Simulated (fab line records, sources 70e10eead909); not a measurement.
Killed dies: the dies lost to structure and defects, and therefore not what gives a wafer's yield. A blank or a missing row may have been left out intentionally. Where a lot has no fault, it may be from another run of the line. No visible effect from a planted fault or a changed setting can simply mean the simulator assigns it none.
Chamber matching    flow nandHarc    NHARC_A_M0_CMP_23 on cmp-01 has 4 sister chambers
The step polishes, t overpolish 20 s, target thk 113.75 nm. 4 wafers are shown with their chamber, then 9 later ones without.

WAFERS, EACH WITH ITS CHAMBER
wafer   chamber  motorCurrentA (A)
L091.1  0        12.7
L092.1  1        12.6
L092.4  2        11.9
L092.5  3        11.0

WAFERS WITHOUT THEIR CHAMBER
wafer   motorCurrentA (A)
L094.1  13.1
L094.2  12.1
L094.3  11.6
L094.4  11.0
L094.5  10.9
L094.6  12.3
L097.1  11.0
L097.4  12.1
L097.5  13.0

EACH ONE'S CHAMBER
wafer   from the rows above           in truth
L094.1  can't be placed: 0 or 1       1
L094.2  can't be placed: 2 or 1 or 0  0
L094.3  can't be placed: 2 or 3       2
L094.4  3                             3
L094.5  3                             3
L094.6  can't be placed: 1 or 0 or 2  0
L097.1  3                             3
L097.4  can't be placed: 2 or 1 or 0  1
L097.5  can't be placed: 0 or 1       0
Correct placement for 3 of the 9. From these rows, 6 cannot be placed; in 6 the true chamber is one of the candidates. Number placed wrongly: 0.
How it was worked out, from the rows above alone: a wafer's distance from a chamber is the root of the sum, over the readings, of the square of ((its reading less the chamber's mean) divided by the reading's scatter). If the next closest chamber is less than 2 further off than the closest, the wafer can't be placed; otherwise it belongs to the closest. A chamber's mean is the mean of its shown wafers. The scatter: with one shown wafer a chamber, the root of the mean of the squares of how far each hidden wafer lies from its nearest shown one.
